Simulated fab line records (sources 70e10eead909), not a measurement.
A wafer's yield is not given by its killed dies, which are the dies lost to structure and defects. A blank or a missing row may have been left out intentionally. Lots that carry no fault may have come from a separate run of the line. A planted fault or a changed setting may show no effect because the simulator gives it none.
What tool caused it?	flow nand harc	40 wafers from 14 lots sampled at 5 of the route's 1302 steps

WHAT THE GAUGES SHOWED, per wafer
NHARC_A_ONON_D2_THK_MEAS_11: measures by ellipsometry. Usual: thk nm 996 nm, standard deviation 11.
lot	measured	on	thk nm (nm)	flag
L336	day 13 02:04	film metro-01	999 999 1000	
L337	day 13 16:59	film metro-01	989 990 988	
L339	day 13 17:00	film metro-02	989 990 989	
L338	day 14 00:14	film metro-02	988 985 986	
L340	day 14 10:24	film metro-02	1014 1013 1013	
L343	day 15 10:24	film metro-02	986 985 985	
L342	day 15 15:32	film metro-01	989 991 991	
L344	day 16 04:31	film metro-01	1003 1003 1007	
L352	day 19 20:45	film metro-01	548 550	OFF
L353	day 19 19:26	film metro-02	554 1001 1000 552 1002 1001	OFF
L355	day 20 22:19	film metro-01	992 994 993	
L356	day 21 10:25	film metro-01	1006 1010 1008	
L357	day 21 10:26	film metro-02	992 993 994	
L358	day 22 07:18	film metro-02	978 979 977	

NHARC_END_SORT_01. Usual: killed at array 54, standard deviation 16; killed at other 0.6, standard deviation 0.86; killed at periphery 3.8, standard deviation 2.6; killed dies 58, standard deviation 16; killed open 3.3, standard deviation 1.8; killed short 2.7, standard deviation 1.7.
lot	measured	on	killed at array	killed at other	killed at periphery	killed dies	killed open	killed short	flag
L336	day 24 19:59	prober-02	82 60 52	0 1 1	4 1 4	86 62 57	4 2 4	2 1 4	
L337	day 25 15:18	prober-02	30 24 30	0 0 3	3 6 3	33 30 36	5 6 3	2 3 4	
L339	day 25 14:32	prober-01	58 56 65	1 0 0	4 3 5	63 59 70	4 3 6	3 0 3	
L338	day 26 12:31	prober-02	49 51 45	0 2 1	4 4 6	53 57 52	3 5 2	3 4 3	
L340	day 26 02:25	prober-01	74 82 72	0 0 0	6 2 2	80 84 74	7 6 1	5 6 4	
L343	day 27 03:35	prober-01	71 63 62	0 0 0	0 0 0	71 63 62	4 1 2	1 1 2	
L342	day 27 03:37	prober-02	80 83 64	2 0 1	1 4 1	83 87 66	2 7 1	2 5 1	
L344	day 28 03:55	prober-01	49 56 45	2 0 0	2 5 1	53 61 46	4 3 4	2 5 3	
L352	day 32 10:42	prober-01	673	1	3	677	6	3	OFF
L353	day 31 21:07	prober-02	666 48 43	0 1 0	11 6 13	677 55 56	5 4 1	2 4 4	OFF
L355	day 33 06:49	prober-02	53 54 62	2 0 1	5 3 3	60 57 66	2 4 5	1 1 3	
L356	day 33 12:59	prober-01	52 47 58	1 1 2	2 4 4	55 52 64	4 2 2	2 1 2	
L357	day 33 07:35	prober-01	37 33 34	2 1 3	4 0 2	43 34 39	4 4 3	3 4 3	
L358	day 33 19:35	prober-02	39 49 39	0 0 0	4 3 6	43 52 45	2 4 5	1 3 1	

WHAT TOOL EACH LOT RAN ON (gives the tool, then ch and the chambers of the sampled wafers, and finally the start)
lot	NHARC_A_CHANNEL_FILL_D1_ETCHBACK_20	NHARC_A_ONON_D2_DEP_09	NHARC_A_CHANNEL_HOLE_D2_DEP_01
L336	rie diel-11 ch 0,2,3, day 10 13:49	pecvd onon-01 ch 0, day 13 01:37	pecvd-02 ch 1,2, day 13 14:50
L337	rie diel-04 ch 0,2, day 11 01:31	pecvd onon-01 ch 0, day 13 16:32	pecvd-04 ch 0,1, day 14 06:43
L339	rie diel-01 ch 1,2,3, day 11 06:28	pecvd onon-03 ch 0, day 13 16:29	pecvd-04 ch 1,2, day 14 06:34
L338	rie diel-04 ch 2,3, day 11 10:16	pecvd onon-03 ch 0, day 13 23:44	pecvd-04 ch 1,2, day 14 17:22
L340	rie diel-11 ch 0,1, day 12 01:09	pecvd onon-03 ch 0, day 14 09:53	pecvd-04 ch 0,1, day 15 00:16
L343	rie diel-11 ch 1,2,3, day 12 18:25	pecvd onon-01 ch 0, day 15 09:53	pecvd-04 ch 0,1,2, day 15 23:55
L342	rie diel-11 ch 0,2,3, day 13 01:29	pecvd onon-03 ch 0, day 15 15:02	pecvd-04 ch 0,1, day 16 04:16
L344	rie diel-11 ch 2,3, day 13 12:29	pecvd onon-03 ch 0, day 16 04:07	pecvd-04 ch 0,1,2, day 16 17:34
L352	rie diel-11 ch 2, day 16 20:45	pecvd onon-03 ch 0, day 19 20:14	-
L353	rie diel-04 ch 0,1,3, day 17 07:00	pecvd onon-03 ch 0, day 19 18:55	pecvd-01 ch 1, day 20 08:37
L355	rie diel-04 ch 0,3, day 18 11:49	pecvd onon-01 ch 0, day 20 21:55	pecvd-04 ch 1,2, day 21 17:34
L356	rie diel-11 ch 1,2,3, day 18 16:37	pecvd onon-04 ch 0, day 21 09:55	pecvd-02 ch 0,1,2, day 21 23:23
L357	rie diel-11 ch 1,2,3, day 18 20:32	pecvd onon-01 ch 0, day 21 10:06	pecvd-04 ch 1,2, day 21 23:28
L358	rie diel-01 ch 0,1,3, day 19 17:00	pecvd onon-01 ch 0, day 22 06:47	pecvd-04 ch 0,1,2, day 22 21:05
- NHARC_A_CHANNEL_FILL_D1_ETCHBACK_20: etches the open film in C4F8/O2/Ar, target depth 27 nm, time 13.5 s.
- NHARC_A_ONON_D2_DEP_09: target thk 1000 nm.
- NHARC_A_CHANNEL_HOLE_D2_DEP_01: deposits SiON, target thk 140 nm.

AS READ BY THE TOOLS THEMSELVES (means over the sampled wafers that have a number; for cases with no such wafer, the mark the record gives instead)
NHARC_A_CHANNEL_FILL_D1_ETCHBACK_20. Usual: oes product au 0.97 a.u., standard deviation 0.033; rf vpp V 981 V, standard deviation 5.4.
lot	tool	oes product au (a.u.)	rf vpp V (V)	flag
L336	rie diel-11	1.00	980	
L337	rie diel-04	0.97	974	
L339	rie diel-01	1.00	986	
L338	rie diel-04	1.00	979	
L340	rie diel-11	1.00	981	
L343	rie diel-11	1.00	977	
L342	rie diel-11	0.93	980	
L344	rie diel-11	0.99	980	
L352	rie diel-11	0.93	983	
L353	rie diel-04	0.95	981	
L355	rie diel-04	1.00	977	
L356	rie diel-11	1.00	977	
L357	rie diel-11	0.92	977	
L358	rie diel-01	0.98	986	

NHARC_A_CHANNEL_HOLE_D2_DEP_01. Usual: chamber pressure Torr 3.499 Torr, standard deviation 0.0083; heater power w 754 W, standard deviation 81; showerhead vpp V 1161 V, standard deviation 39.
lot	tool	chamber pressure Torr (Torr)	heater power w (W)	showerhead vpp V (V)	flag
L336	pecvd-02	3.504	755	1191	
L337	pecvd-04	3.495	775	1121	
L339	pecvd-04	3.501	852	1148	
L338	pecvd-04	3.501	853	1153	
L340	pecvd-04	3.506	789	1134	
L343	pecvd-04	3.498	779	1134	
L342	pecvd-04	3.499	725	1129	
L344	pecvd-04	3.510	767	1139	
L353	pecvd-01	3.504	738	1208	
L355	pecvd-04	3.500	736	1153	
L356	pecvd-02	3.500	749	1207	
L357	pecvd-04	3.495	753	1151	
L358	pecvd-04	3.501	811	1129	

THE ANSWER, worked out from the rows above alone
Rule: take the mean of a lot's wafers that have a number; if it is more than 3 standard deviations from the usual mean, the lot is off. A lot without any number at a reading at which 4 lots or more have one is off too. Any other lot the step has rows for is counted as sound. The gauges are gone through in route order, then the tools' own readings, and for those a lot's mean is taken as printed above. At the first step where some lot is off, the reading lying furthest off is the one used; lots without a number count as furthest.
Off at NHARC_A_ONON_D2_THK_MEAS_11 (thk nm): L352, L353.
If a tool, at a process step before that reading, ran all the lots that are off and no sound lot after the first of them, it fits. The gauges at NHARC_A_ONON_D2_THK_MEAS_11 aren't tried: what is off there is off at NHARC_END_SORT_01 too, on other tools, and a gauge's error can't cause that. One candidate fits, namely pecvd onon-03 at NHARC_A_ONON_D2_DEP_09. Its last sound lot is L344 (day 16 04:07), its first lot that is off L353 (day 19 18:55): a fault that began between those two fits.

WHAT THE SIMULATOR PUT IN
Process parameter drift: pecvd onon-03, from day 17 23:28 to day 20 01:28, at NHARC_A_ONON_D2_DEP_09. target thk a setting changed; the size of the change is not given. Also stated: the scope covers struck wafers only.
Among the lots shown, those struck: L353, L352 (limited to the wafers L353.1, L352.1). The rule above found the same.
